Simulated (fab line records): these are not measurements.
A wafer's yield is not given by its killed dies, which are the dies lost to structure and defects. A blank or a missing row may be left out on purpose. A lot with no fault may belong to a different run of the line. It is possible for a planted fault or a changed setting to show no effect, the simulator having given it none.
fab line records	flow n5-finfet
[record] lots = 24	wafers = 72	last-day = 19
route steps=1938 shown BEOL_M5@1181 BEOL_M6@1211
lots that met no fault: taken from a fault-free run of the same line
start-h: start of the lot's first displayed wafer, in hours after the record's first day	wait-h: how many hours have passed since the lot's step before this one	" identical to the entry in the row above	L1.1+2: one row covering several wafers at once	- no value, or no start given	* or withheld: withheld	< > ~ a bound
route shown NAME@n: names a module that has steps shown in the file, with the first one's number in the route	usual: mean/standard deviation taken from wafers without a fault	same: alike in all rows	chamber/n: place in a boat	sites: readings site by site	_std_site: the standard deviation of these	_edge_site: outer sites' mean less inner sites'	radius-mm: how far each site lies from the wafer's centre	mask NAME#n: copy n	behind: tool/chamber where the wafer was last shaped	hold: why the lot went on hold/how many hours it stayed there/how the hold came to an end	device: which transistor (n, p or np) failed to switch	end of line: the route-end tests of the same wafers	a step without rows: its recipe alone	killed: not the wafer's yield, but the dies lost to structure and defects at the first sort	map: the dies of a wafer, with x for killed, . for not killed, _ for no die there
set.NAME: the setting as run; set.NAME@STEP: as run at that earlier step	model.NAME: the simulator's own value behind a step, which no gauge read
a sample of lots followed through the steps of the route, with each step as a table and each wafer as a row
services: a tool's chamber out of use, with start hour (start-h, from the record's first day; less than 0 if before it), hours out, and reason
[[steps]]
[step N5_BEOL_M5_SPUTTER_88]
[recipe] material = Cu	target-thk-a = 150	temp-c = -20	chamber-pressure-pa = 0.07	power-w = withheld	time-s = 27.62
[usual] chuck-gas-flow-sccm = 1.25/0.052	throttle-valve-pct = 29.6/1.2
[same] time-s = 27.62
lot.wafer	tool	chamber	start-h	wait-h	chuck-gas-flow-sccm	throttle-valve-pct
L074.1	pvd-sputter-03	-	172.25	0.5	1.24	29.9
L074.3	"	-	"	"	1.33	31.0
L074.5	"	-	"	"	1.19	28.2
L077.1	pvd-sputter-03	-	189.47	0.5	1.23	30.9
L077.4	"	-	"	"	1.18	28.1
L077.6	"	-	"	"	1.31	28.3
L076.1	pvd-sputter-01	-	195.90	0.5	1.25	26.9
L076.4	"	-	"	"	1.27	30.4
L076.6	"	-	"	"	1.32	29.9
L075.2	pvd-sputter-02	-	204.02	0.5	1.32	31.6
L075.4	"	-	"	"	1.22	29.4
L075.6	"	-	"	"	1.26	29.6
L078.2	pvd-sputter-01	-	209.14	0.5	1.24	27.0
L078.4	"	-	"	"	1.17	30.3
L078.6	"	-	"	"	1.18	29.9
L079.2	pvd-sputter-03	-	233.24	0.5	1.28	28.3
L079.3	"	-	"	"	1.32	28.9
L079.5	"	-	"	"	1.32	29.1
L080.1	pvd-sputter-02	-	233.29	0.5	1.26	29.5
L080.3	"	-	"	"	1.24	31.5
L080.5	"	-	"	"	1.21	29.6
L082.1	pvd-sputter-01	-	236.50	0.5	1.22	30.2
L082.4	"	-	"	"	1.23	29.7
L082.5	"	-	"	"	1.20	30.1
L081.1	pvd-sputter-03	-	238.87	0.5	1.29	28.6
L081.2	"	-	"	"	1.27	28.8
L081.6	"	-	"	"	1.32	29.0
L083.2	pvd-sputter-02	-	243.58	0.5	1.20	29.9
L083.4	"	-	"	"	1.22	29.6
L083.6	"	-	"	"	1.29	29.7
L084.2	pvd-sputter-03	-	262.89	0.5	1.27	30.8
L084.5	"	-	"	"	1.29	30.1
L084.6	"	-	"	"	1.14	31.0
L085.2	pvd-sputter-02	-	263.17	0.5	1.25	29.6
L085.5	"	-	"	"	1.22	29.4
L085.6	"	-	"	"	1.34	29.4
L087.2	pvd-sputter-01	-	268.34	0.5	1.16	30.0
L087.3	"	-	"	"	1.25	26.9
L087.6	"	-	"	"	1.14	30.1
L088.2	pvd-sputter-03	-	268.84	0.5	1.24	28.3
L088.3	"	-	"	"	1.25	30.1
L088.4	"	-	"	"	1.33	30.9
L089.1	pvd-sputter-03	-	274.15	0.5	1.28	29.1
L089.4	"	-	"	"	1.28	28.4
L089.6	"	-	"	"	1.25	28.6
L086.1	pvd-sputter-02	-	274.17	0.5	1.26	29.8
L086.3	"	-	"	"	1.21	29.4
L086.5	"	-	"	"	1.23	29.7
L090.3	pvd-sputter-01	-	282.11	0.5	1.29	26.8
L090.4	"	-	"	"	1.23	29.9
L090.6	"	-	"	"	1.27	30.3
L091.2	pvd-sputter-02	-	291.73	0.5	1.22	31.5
L091.5	"	-	"	"	1.14	31.8
L091.6	"	-	"	"	1.27	29.8
L092.3	pvd-sputter-01	-	301.11	0.5	1.24	29.9
L092.5	"	-	"	"	1.28	30.0
L092.6	"	-	"	"	1.16	27.1
L093.2	pvd-sputter-01	-	307.36	0.5	1.18	29.9
L093.3	"	-	"	"	1.26	30.4
L093.4	"	-	"	"	1.28	26.9
L095.2	pvd-sputter-01	-	328.69	0.5	1.27	30.1
L095.5	"	-	"	"	1.17	30.0
L095.6	"	-	"	"	1.21	26.8
L094.3	pvd-sputter-03	-	332.70	0.5	1.34	30.4
L094.5	"	-	"	"	1.20	30.2
L094.6	"	-	"	"	1.29	29.0
L096.1	pvd-sputter-01	-	334.02	0.5	1.30	27.1
L096.2	"	-	"	"	1.31	29.9
L096.5	"	-	"	"	1.27	30.1
L097.3	pvd-sputter-03	-	358.16	0.5	1.29	28.2
L097.4	"	-	"	"	1.27	28.7
L097.5	"	-	"	"	1.24	28.2
[step N5_BEOL_M6_ETCH_61]
[recipe] chemistry = CF4	target = SiARC	target-depth-a = 455	mask-material = CAR-ArF	time-s = 75.8	ion-energy-ev = 80	pressure-mtorr = 40	source-w = 545	bias-w = 36	Ar_flow_sccm = 100	cf4-flow-sccm = 100	ends = cleared
[usual] cf4-flow-sccm = 100.01/0.29	drypump-motor-current-A = 5.5/0.34	etch-rf-on-time-s = 75.9/1.4	oes-product-au = 0.65/0.058	rf-vpp-V = 184.0/1	showerhead-plenum-p-Torr = 2.13/0.055	throttle-valve-pct = 15.80/0.2
lot.wafer	tool	chamber	start-h	wait-h	cf4-flow-sccm	drypump-motor-current-A	etch-rf-on-time-s	oes-product-au	rf-hours-counter-h	rf-vpp-V	showerhead-plenum-p-Torr	throttle-valve-pct
L074.1	rie-diel-01	1	177.12	0.0	99.89	5.7	74.3	0.78	27	185.2	2.18	15.50
L074.3	"	2	"	"	99.71	5.6	75.1	0.69	98	183.5	2.16	15.70
L074.5	"	2	"	"	100.12	5.6	74.1	0.69	-	184.7	2.16	15.71
L077.1	rie-diel-02	3	197.73	0.0	99.97	5.1	76.3	0.63	189	185.1	2.21	16.00
L077.4	"	1	"	"	100.06	5.2	76.2	0.64	-	183.3	2.15	15.66
L077.6	"	0	"	"	99.86	6.1	76.6	0.65	-	183.6	2.06	15.57
L076.1	rie-diel-02	3	199.41	0.0	99.72	5.1	76.9	0.62	189	184.6	2.21	16.02
L076.4	"	0	"	"	100.58	6.1	76.8	0.65	163	183.3	2.06	15.58
L076.6	"	2	"	"	99.69	5.3	76.6	0.60	-	183.6	2.05	16.15
L075.2	rie-diel-02	1	209.52	0.0	99.70	5.3	76.9	0.64	154	184.3	2.15	15.67
L075.4	"	2	"	"	100.01	5.3	77.2	0.60	209	184.2	2.05	16.16
L075.6	"	3	"	"	100.24	5.1	77.1	0.63	-	184.3	2.21	16.03
L078.2	rie-diel-02	3	216.33	0.0	99.79	5.1	76.9	0.62	194	184.7	2.21	16.01
L078.4	"	0	"	"	99.67	6.1	76.1	0.65	168	181.2	2.06	15.58
L078.6	"	2	"	"	100.05	5.3	76.3	0.60	-	183.1	2.05	16.15
L079.2	rie-diel-02	1	239.22	0.0	99.50	5.2	76.2	0.63	164	184.9	2.14	15.68
L079.3	"	0	"	"	100.37	6.1	76.3	0.64	177	182.1	2.05	15.61
L079.5	"	0	"	"	100.76	6.1	75.8	0.64	-	182.7	2.05	15.61
L080.1	rie-diel-06	1	239.40	0.0	100.30	5.2	74.5	0.81	17	183.1	2.12	15.46
L080.3	"	3	"	"	99.93	5.9	75.3	0.63	192	183.3	2.06	15.83
L080.5	"	0	"	"	100.26	5.2	78.1	0.59	-	184.6	2.20	16.07
L082.1	rie-diel-01	3	240.48	0.0	100.21	5.7	73.2	0.61	206	183.1	2.12	15.88
L082.4	"	0	"	"	99.92	5.7	76.1	0.69	93	186.2	2.15	15.65
L082.5	"	1	"	"	99.84	5.8	75.2	0.74	-	185.4	2.18	15.56
L081.1	rie-diel-01	0	244.53	0.0	99.69	5.8	76.8	0.68	95	184.9	2.15	15.64
L081.2	"	1	"	"	100.32	5.8	76.4	0.74	50	184.6	2.18	15.57
L081.6	"	1	"	"	99.96	5.8	76.5	0.73	-	184.9	2.18	15.56
L083.2	rie-diel-06	3	248.25	0.0	100.01	5.9	75.3	0.63	195	182.5	2.06	15.82
L083.4	"	0	"	"	99.86	5.2	78.4	0.59	232	185.2	2.20	16.07
L083.6	"	1	"	"	99.96	5.2	75.0	0.79	-	184.3	2.11	15.45
L085.2	rie-diel-02	0	268.74	0.0	99.99	6.1	76.3	0.63	186	183.3	2.05	15.64
L085.5	"	0	"	"	100.48	6.1	76.0	0.63	-	183.5	2.05	15.63
L085.6	"	3	"	"	100.20	5.1	76.4	0.62	-	184.1	2.20	16.05
L084.2	rie-diel-01	0	270.02	0.0	100.08	5.7	78.2	0.68	103	185.0	2.15	15.67
L084.5	"	0	"	"	99.82	5.7	77.8	0.67	-	184.9	2.15	15.68
L084.6	"	3	"	"	99.85	5.7	73.4	0.62	-	184.1	2.12	15.92
L087.2	rie-diel-01	0	274.29	0.0	99.57	5.8	76.2	0.67	104	184.5	2.15	15.67
L087.3	"	3	"	"	99.49	5.7	72.6	0.62	218	183.8	2.12	15.92
L087.6	"	0	"	"	99.76	5.7	76.9	0.67	-	183.9	2.15	15.67
L088.2	rie-diel-06	3	274.59	0.0	100.32	5.9	75.1	0.62	205	182.0	2.05	15.85
L088.3	"	2	"	"	99.54	5.1	75.6	0.58	232	183.8	2.20	15.84
L088.4	"	0	"	"	99.90	5.2	77.7	0.58	242	185.1	2.20	16.09
L089.1	rie-diel-01	2	279.19	0.0	100.07	5.7	75.2	0.65	132	184.5	2.15	15.77
L089.4	"	1	"	"	99.52	5.7	74.5	0.74	61	184.3	2.17	15.57
L089.6	"	3	"	"	99.80	5.7	71.8	0.63	-	183.0	2.12	15.92
L086.1	rie-diel-06	3	279.56	0.0	100.15	5.9	75.3	0.62	207	182.9	2.05	15.84
L086.3	"	2	"	"	99.75	5.1	77.0	0.57	234	185.6	2.20	15.84
L086.5	"	0	"	"	99.24	5.2	77.6	0.59	-	183.2	2.20	16.10
L090.3	rie-diel-01	3	287.85	0.0	99.64	5.7	72.8	0.62	223	183.7	2.11	15.91
L090.4	"	0	"	"	100.13	5.7	77.3	0.67	109	184.8	2.15	15.68
L090.6	"	1	"	"	100.04	5.7	76.1	0.73	-	184.5	2.17	15.59
L091.2	rie-diel-06	0	297.77	0.0	100.23	5.2	77.8	0.58	249	185.0	2.20	16.11
L091.5	"	3	"	"	99.95	5.9	75.5	0.61	-	182.4	2.05	15.86
L091.6	"	2	"	"	100.48	5.1	76.0	0.58	-	183.5	2.20	15.86
L092.3	rie-diel-01	1	306.13	0.0	100.03	5.7	76.7	0.71	72	184.4	2.17	15.57
L092.5	"	2	"	"	99.47	5.7	77.2	0.64	-	184.1	2.14	15.79
L092.6	"	3	"	"	99.94	5.7	73.4	0.61	-	184.9	2.11	15.92
L093.2	rie-diel-06	3	310.94	0.0	100.50	5.9	75.2	0.61	218	183.7	2.05	15.88
L093.3	"	1	"	"	99.93	5.2	74.3	0.77	43	183.3	2.11	15.49
L093.4	"	0	"	"	100.20	5.2	77.1	0.58	-	183.5	2.19	16.13
L095.2	rie-diel-02	1	334.22	0.0	99.92	5.2	76.4	0.61	198	184.9	2.13	15.76
L095.5	"	0	"	"	99.70	6.1	77.0	0.61	-	181.7	2.04	15.68
L095.6	"	3	"	"	100.06	5.1	77.1	0.59	-	185.3	2.20	16.11
L094.3	rie-diel-06	2	339.29	0.0	99.96	5.1	77.0	0.56	254	185.2	2.19	15.88
L094.5	"	3	"	"	100.13	5.9	76.8	0.60	-	183.0	2.05	15.89
L094.6	"	1	"	"	100.25	5.1	75.6	0.75	-	183.0	2.10	15.53
L096.1	rie-diel-02	1	339.46	0.0	99.53	5.2	76.8	0.61	199	183.8	2.13	15.75
L096.2	"	0	"	"	100.80	6.1	76.2	0.61	211	183.3	2.04	15.66
L096.5	"	1	"	"	99.69	5.2	76.7	0.61	-	184.4	2.13	15.76
L097.3	rie-diel-01	2	362.90	0.0	99.84	5.6	75.2	0.64	161	183.7	2.14	15.83
L097.4	"	1	"	"	99.91	5.7	75.2	0.70	92	184.3	2.16	15.65
L097.5	"	0	"	"	99.91	5.7	76.8	0.64	-	184.5	2.14	15.74
[step N5_BEOL_M6_ETCH_66]
[recipe] chemistry = N2/H2	target = SOC	target-depth-a = 800	overetch-a = 160	mask-material = SiARC	temp-c = 40	time-s = 120	ion-energy-ev = 200	pressure-mtorr = 30	source-w = 840	bias-w = 150	n2-flow-sccm = 200	h2-flow-sccm = 200
[usual] drypump-motor-current-A = 5.5/0.34	oes-product-au = 0.57/0.052	rf-vpp-V = 523.5/2.4	showerhead-plenum-p-Torr = 2.53/0.079	throttle-valve-pct = 18.02/0.24
[same] time-s = 120
lot.wafer	tool	chamber	start-h	wait-h	drypump-motor-current-A	oes-product-au	rf-hours-counter-h	rf-vpp-V	showerhead-plenum-p-Torr	throttle-valve-pct
L074.1	rie-diel-06	2	180.64	0.0	5.1	0.53	201	526.0	2.62	17.89
L074.3	"	3	"	"	5.9	0.57	167	520.1	2.45	18.07
L074.5	"	3	"	"	5.9	0.57	-	521.4	2.45	18.07
L077.1	rie-diel-06	3	200.81	0.0	5.9	0.56	178	520.3	2.44	18.09
L077.4	"	2	"	"	5.1	0.53	-	525.9	2.62	17.90
L077.6	"	0	"	"	5.2	0.55	-	526.7	2.61	18.09
L076.1	rie-diel-01	0	202.44	0.0	5.7	0.63	80	524.2	2.57	17.91
L076.4	"	2	"	"	5.7	0.60	106	523.4	2.56	18.04
L076.6	"	1	"	"	5.8	0.68	-	525.6	2.57	17.54
L075.2	rie-diel-01	1	210.45	0.0	5.7	0.68	37	526.2	2.57	17.55
L075.4	"	0	"	"	5.8	0.63	82	524.1	2.57	17.90
L075.6	"	2	"	"	5.6	0.60	-	523.6	2.56	18.05
L078.2	rie-diel-06	0	219.00	0.0	5.2	0.55	221	525.4	2.61	18.09
L078.4	"	1	"	"	5.2	0.74	-	522.9	2.49	17.60
L078.6	"	3	"	"	5.9	0.56	-	520.0	2.44	18.10
L080.1	rie-diel-06	1	242.97	0.0	5.2	0.71	18	522.9	2.49	17.61
L080.3	"	3	"	"	5.9	0.56	193	519.7	2.44	18.10
L080.5	"	0	"	"	5.2	0.53	-	524.7	2.61	18.10
L079.2	rie-diel-06	3	243.36	0.0	5.9	0.56	193	520.7	2.44	18.11
L079.3	"	2	"	"	5.2	0.53	220	527.5	2.61	17.93
L079.5	"	1	"	"	5.2	0.72	-	522.0	2.49	17.62
L082.1	rie-diel-01	3	243.49	0.0	5.7	0.55	208	525.1	2.51	18.00
L082.4	"	0	"	"	5.7	0.62	94	523.0	2.57	17.93
L082.5	"	3	"	"	5.7	0.55	-	522.2	2.51	18.02
L081.1	rie-diel-02	1	247.67	0.0	5.3	0.57	167	522.5	2.54	17.86
L081.2	"	2	"	"	5.3	0.54	223	520.4	2.39	18.29
L081.6	"	2	"	"	5.3	0.53	-	520.5	2.39	18.30
L083.2	rie-diel-01	1	250.25	0.0	5.8	0.66	52	525.1	2.57	17.60
L083.4	"	3	"	"	5.7	0.55	209	524.9	2.51	18.02
L083.6	"	3	"	"	5.7	0.54	-	523.8	2.51	18.04
L085.2	rie-diel-02	3	270.03	0.0	5.1	0.55	212	525.8	2.64	18.43
L085.5	"	3	"	"	5.1	0.54	-	527.9	2.64	18.45
L085.6	"	2	"	"	5.3	0.53	-	519.9	2.39	18.29
L084.2	rie-diel-06	1	273.83	0.0	5.2	0.71	30	521.7	2.48	17.65
L084.5	"	3	"	"	5.9	0.55	-	520.8	2.43	18.12
L084.6	"	0	"	"	5.2	0.53	-	524.7	2.60	18.12
L087.2	rie-diel-02	2	275.53	0.0	5.3	0.53	230	520.6	2.39	18.29
L087.3	"	3	"	"	5.1	0.55	214	525.7	2.64	18.44
L087.6	"	2	"	"	5.3	0.53	-	520.6	2.39	18.32
L088.2	rie-diel-06	3	278.81	0.0	5.9	0.56	206	521.1	2.43	18.12
L088.3	"	2	"	"	5.1	0.52	234	528.0	2.61	17.93
L088.4	"	0	"	"	5.2	0.53	243	524.3	2.60	18.13
L089.1	rie-diel-02	2	280.25	0.0	5.3	0.53	231	518.7	2.39	18.31
L089.4	"	3	"	"	5.1	0.55	214	526.9	2.64	18.44
L089.6	"	2	"	"	5.3	0.53	-	519.7	2.39	18.31
L086.1	rie-diel-06	1	280.54	0.0	5.2	0.70	32	523.9	2.48	17.64
L086.3	"	3	"	"	5.9	0.56	207	520.2	2.43	18.13
L086.5	"	2	"	"	5.1	0.53	-	526.4	2.61	17.97
L090.3	rie-diel-02	1	292.81	0.0	5.2	0.56	181	524.9	2.54	17.88
L090.4	"	2	"	"	5.3	0.53	235	519.4	2.39	18.32
L090.6	"	2	"	"	5.3	0.53	-	520.6	2.39	18.30
L091.2	rie-diel-02	0	300.62	0.0	6.2	0.57	197	520.5	2.42	17.81
L091.5	"	3	"	"	5.1	0.55	-	526.4	2.63	18.47
L091.6	"	2	"	"	5.3	0.53	-	518.2	2.39	18.31
L092.3	rie-diel-01	1	307.95	0.0	5.7	0.64	72	523.8	2.56	17.62
L092.5	"	3	"	"	5.7	0.54	-	522.6	2.50	18.05
L092.6	"	0	"	"	5.8	0.60	-	525.9	2.56	17.96
L093.2	rie-diel-01	3	315.56	0.0	5.7	0.54	232	521.8	2.50	18.06
L093.3	"	0	"	"	5.7	0.61	119	524.5	2.56	17.97
L093.4	"	2	"	"	5.7	0.58	144	523.8	2.55	18.11
L095.2	rie-diel-06	3	338.56	0.0	5.9	0.54	227	519.8	2.42	18.16
L095.5	"	3	"	"	5.9	0.54	-	519.5	2.42	18.15
L095.6	"	1	"	"	5.2	0.67	-	520.2	2.47	17.67
L094.3	rie-diel-02	3	340.40	0.0	5.1	0.54	237	524.4	2.63	18.49
L094.5	"	0	"	"	6.2	0.56	-	520.3	2.41	17.83
L094.6	"	1	"	"	5.2	0.55	-	522.0	2.53	17.92
L096.1	rie-diel-01	1	341.60	0.0	5.7	0.63	84	525.8	2.55	17.66
L096.2	"	0	"	"	5.7	0.59	128	524.8	2.55	18.00
L096.5	"	3	"	"	5.7	0.54	-	523.2	2.50	18.08
L097.3	rie-diel-02	0	364.43	0.0	6.2	0.55	221	519.7	2.41	17.87
L097.4	"	3	"	"	5.1	0.53	-	525.6	2.62	18.50
L097.5	"	1	"	"	5.2	0.55	-	523.0	2.52	17.94
[step N5_BEOL_M6_OCD_MEAS_38]
[usual] trench-depth-nm = 93.5/1.7
lot.wafer	tool	chamber	start-h	wait-h	trench-depth-nm
L074.1	ocd-01	-	180.98	-	93.4
L074.3	"	-	"	"	94.4
L074.5	"	-	"	"	93.3
L077.1	ocd-02	-	201.16	-	93.7
L077.4	"	-	"	"	94.0
L077.6	"	-	"	"	92.6
L076.1	ocd-01	-	202.79	-	92.9
L076.4	"	-	"	"	94.6
L076.6	"	-	"	"	96.0
L075.2	ocd-02	-	210.80	-	95.2
L075.4	"	-	"	"	93.9
L075.6	"	-	"	"	94.9
L078.2	ocd-01	-	219.35	-	91.9
L078.4	"	-	"	"	97.4
L078.6	"	-	"	"	93.2
L080.1	ocd-01	-	243.31	-	96.6
L080.3	"	-	"	"	93.8
L080.5	"	-	"	"	90.5
L079.2	ocd-02	-	243.71	-	93.4
L079.3	"	-	"	"	91.5
L079.5	"	-	"	"	96.2
L082.1	ocd-02	-	243.84	-	96.6
L082.4	"	-	"	"	93.7
L082.5	"	-	"	"	97.0
L081.1	ocd-02	-	248.02	-	94.3
L081.2	"	-	"	"	93.4
L081.6	"	-	"	"	93.9
L083.2	ocd-02	-	250.60	-	94.2
L083.4	"	-	"	"	96.6
L083.6	"	-	"	"	96.5
L085.2	ocd-01	-	270.38	-	94.3
L085.5	"	-	"	"	93.0
L085.6	"	-	"	"	93.7
L084.2	ocd-02	-	274.18	-	94.3
L084.5	"	-	"	"	92.6
L084.6	"	-	"	"	89.3
L087.2	ocd-01	-	275.88	-	92.2
L087.3	"	-	"	"	94.0
L087.6	"	-	"	"	92.6
L088.2	ocd-02	-	279.16	-	94.0
L088.3	"	-	"	"	93.3
L088.4	"	-	"	"	90.4
L089.1	ocd-02	-	280.60	-	93.0
L089.4	"	-	"	"	93.0
L089.6	"	-	"	"	93.1
L086.1	ocd-02	-	280.89	-	95.6
L086.3	"	-	"	"	92.7
L086.5	"	-	"	"	92.6
L090.3	ocd-02	-	293.17	-	94.2
L090.4	"	-	"	"	92.6
L090.6	"	-	"	"	93.6
L091.2	ocd-02	-	300.97	-	92.2
L091.5	"	-	"	"	92.2
L091.6	"	-	"	"	92.1
L092.3	ocd-01	-	308.30	-	93.2
L092.5	"	-	"	"	96.5
L092.6	"	-	"	"	92.5
L093.2	ocd-01	-	315.91	-	96.4
L093.3	"	-	"	"	91.9
L093.4	"	-	"	"	92.1
L095.2	ocd-01	-	338.90	-	92.3
L095.5	"	-	"	"	92.0
L095.6	"	-	"	"	95.5
L094.3	ocd-02	-	340.75	-	93.4
L094.5	"	-	"	"	92.6
L094.6	"	-	"	"	92.1
L096.1	ocd-02	-	341.95	-	94.5
L096.2	"	-	"	"	92.6
L096.5	"	-	"	"	97.9
L097.3	ocd-01	-	364.78	-	93.5
L097.4	"	-	"	"	94.2
L097.5	"	-	"	"	93.5
[step N5_BEOL_M6_CD_MEAS_35]
[recipe] target-cd-nm = 40	target-cd-y-nm = 28	polarity = opening
[usual] cd-nm = 40.3/0.61
lot.wafer	tool	chamber	start-h	wait-h	cd-nm
L074.1	cd-sem-01	-	181.14	0.0	40.4
L074.3	"	-	"	"	41.2
L074.5	"	-	"	"	40.4
L077.1	cd-sem-01	-	201.37	0.0	40.1
L077.4	"	-	"	"	41.2
L077.6	"	-	"	"	40.1
L076.1	cd-sem-03	-	202.94	0.0	40.0
L076.4	"	-	"	"	39.6
L076.6	"	-	"	"	41.1
L075.2	cd-sem-02	-	210.96	0.0	40.2
L075.4	"	-	"	"	39.7
L075.6	"	-	"	"	39.7
L078.2	cd-sem-02	-	219.50	0.0	40.2
L078.4	"	-	"	"	39.9
L078.6	"	-	"	"	39.4
L080.1	cd-sem-02	-	243.47	0.0	40.5
L080.3	"	-	"	"	41.1
L080.5	"	-	"	"	39.7
L079.2	cd-sem-03	-	243.87	0.0	40.3
L079.3	"	-	"	"	39.3
L079.5	"	-	"	"	39.9
L082.1	cd-sem-03	-	243.99	0.0	39.5
L082.4	"	-	"	"	39.7
L082.5	"	-	"	"	39.8
L081.1	cd-sem-01	-	248.18	0.0	40.1
L081.2	"	-	"	"	39.7
L081.6	"	-	"	"	39.9
L083.2	cd-sem-03	-	250.75	0.0	40.9
L083.4	"	-	"	"	40.6
L083.6	"	-	"	"	40.4
L085.2	cd-sem-03	-	270.53	0.0	39.8
L085.5	"	-	"	"	40.1
L085.6	"	-	"	"	39.9
L084.2	cd-sem-03	-	274.33	0.0	40.1
L084.5	"	-	"	"	39.4
L084.6	"	-	"	"	41.3
L087.2	cd-sem-02	-	276.05	0.0	38.8
L087.3	"	-	"	"	40.5
L087.6	"	-	"	"	40.3
L088.2	cd-sem-01	-	279.32	0.0	40.7
L088.3	"	-	"	"	40.3
L088.4	"	-	"	"	40.3
L089.1	cd-sem-01	-	280.75	0.0	41.3
L089.4	"	-	"	"	41.0
L089.6	"	-	"	"	40.5
L086.1	cd-sem-01	-	281.05	0.0	40.3
L086.3	"	-	"	"	40.4
L086.5	"	-	"	"	40.0
L090.3	cd-sem-01	-	293.32	0.0	40.3
L090.4	"	-	"	"	40.4
L090.6	"	-	"	"	39.9
L091.2	cd-sem-01	-	301.12	0.0	39.9
L091.5	"	-	"	"	40.1
L091.6	"	-	"	"	40.3
L092.3	cd-sem-02	-	308.46	0.0	39.9
L092.5	"	-	"	"	41.2
L092.6	"	-	"	"	41.1
L093.2	cd-sem-02	-	316.06	0.0	41.7
L093.3	"	-	"	"	40.8
L093.4	"	-	"	"	40.5
L095.2	cd-sem-02	-	339.06	0.0	39.9
L095.5	"	-	"	"	39.7
L095.6	"	-	"	"	39.6
L094.3	cd-sem-02	-	340.90	0.0	39.3
L094.5	"	-	"	"	40.0
L094.6	"	-	"	"	39.9
L096.1	cd-sem-03	-	342.10	0.0	41.2
L096.2	"	-	"	"	40.8
L096.5	"	-	"	"	41.0
L097.3	cd-sem-02	-	364.93	0.0	41.1
L097.4	"	-	"	"	40.2
L097.5	"	-	"	"	40.0
[step N5_BEOL_M6_ALD_77]
[recipe] material = TaN	target-thk-a = 20	temp-c = 275	ald-precursor-family = PDMAT	ald-co-reactant = NH3	pressure-torr = 3	carrier-flow-sccm = 1500	pulse-time-s = 2	purge-time-s = 3	co-reactant-purge-time-s = 2	co-reactant-pulse-time-s = 3	ald-cycles = 40	precursor-vessel-temp-c = 75	precursor-vessel-pressure-torr = 26.25	precursor-vessel-carrier-sccm = 1000
[usual] heater-power-w = 419/48
lot.wafer	tool	chamber	start-h	wait-h	heater-power-w
L074.1	ald-metal-04	3	181.67	0.1	401
L074.3	"	0	"	"	486
L074.5	"	2	"	"	520
L077.1	ald-metal-04	1	202.84	0.0	438
L077.4	"	0	"	"	487
L077.6	"	1	"	"	419
L076.1	ald-metal-01	0	203.42	0.1	358
L076.4	"	1	"	"	370
L076.6	"	2	"	"	450
L075.2	ald-metal-01	1	213.29	0.3	368
L075.4	"	2	"	"	444
L075.6	"	2	"	"	450
L078.2	ald-metal-01	1	220.17	0.0	374
L078.4	"	2	"	"	443
L078.6	"	3	"	"	435
L080.1	ald-metal-04	0	244.29	0.1	496
L080.3	"	2	"	"	530
L080.5	"	3	"	"	415
L079.2	ald-metal-04	0	244.55	0.1	479
L079.3	"	2	"	"	537
L079.5	"	0	"	"	481
L082.1	ald-metal-03	3	244.66	0.2	397
L082.4	"	2	"	"	394
L082.5	"	1	"	"	427
L081.1	ald-metal-01	2	248.64	0.0	453
L081.2	"	0	"	"	342
L081.6	"	1	"	"	356
L083.2	ald-metal-01	0	251.33	0.0	363
L083.4	"	2	"	"	432
L083.6	"	1	"	"	369
L085.2	ald-metal-01	3	273.43	0.0	431
L085.5	"	2	"	"	448
L085.6	"	3	"	"	429
L084.2	ald-metal-03	3	275.37	0.0	408
L084.5	"	0	"	"	370
L084.6	"	3	"	"	397
L087.2	ald-metal-03	3	278.43	0.0	408
L087.3	"	1	"	"	434
L087.6	"	1	"	"	420
L088.2	ald-metal-01	2	280.10	0.0	444
L088.3	"	0	"	"	347
L088.4	"	3	"	"	435
L089.1	ald-metal-03	2	281.72	0.3	392
L089.4	"	0	"	"	366
L089.6	"	3	"	"	395
L086.1	ald-metal-04	1	283.46	0.0	446
L086.3	"	2	"	"	526
L086.5	"	1	"	"	438
L090.3	ald-metal-04	1	294.25	0.0	434
L090.4	"	3	"	"	412
L090.6	"	1	"	"	439
L091.2	ald-metal-01	2	301.77	0.0	454
L091.5	"	1	"	"	347
L091.6	"	0	"	"	359
L092.3	ald-metal-03	2	309.22	0.0	387
L092.5	"	2	"	"	394
L092.6	"	3	"	"	402
L093.2	ald-metal-03	0	316.52	0.0	377
L093.3	"	1	"	"	413
L093.4	"	3	"	"	400
L095.2	ald-metal-04	0	339.77	0.0	492
L095.5	"	0	"	"	473
L095.6	"	1	"	"	423
L094.3	ald-metal-01	2	341.73	0.0	446
L094.5	"	3	"	"	423
L094.6	"	2	"	"	445
L096.1	ald-metal-01	3	343.16	0.3	420
L096.2	"	1	"	"	367
L096.5	"	2	"	"	439
L097.3	ald-metal-01	3	365.44	0.1	426
L097.4	"	1	"	"	371
L097.5	"	3	"	"	431
[[services]]
tool	chamber	start-h	hours	kind
rie-diel-02	2	173.19	5.9	repair
rie-diel-06	1	176.21	35.1	repair
rie-diel-02	-	182.74	0.5	repair
ald-metal-04	-	185.82	0.5	repair
rie-diel-02	2	192.53	6.0	repair
rie-diel-06	2	229.79	1.7	repair
ald-metal-01	-	234.61	8.7	pm
ald-metal-03	1	292.37	3.8	repair
ald-metal-01	3	300.94	12.0	repair
ald-metal-01	0	303.44	30.8	repair
rie-diel-02	2	312.22	9.2	repair
rie-diel-06	0	324.90	17.4	repair
rie-diel-06	3	332.84	3.2	repair
ald-metal-03	3	333.98	3.2	repair
ald-metal-03	-	337.25	14.0	pm
rie-diel-02	2	339.33	-	clean
rie-diel-02	2	339.33	-	consumable-replace:focus-ring
rie-diel-02	2	339.33	-	consumable-replace:showerhead
rie-diel-02	2	339.33	25.6	scheduled-down
rie-diel-02	2	339.33	25.6	vent-cycle
rie-diel-06	0	342.34	-	clean
rie-diel-06	0	342.34	-	consumable-replace:focus-ring
rie-diel-06	0	342.34	26.0	scheduled-down
ald-metal-04	-	345.73	6.0	pm
[[key]]
fault none
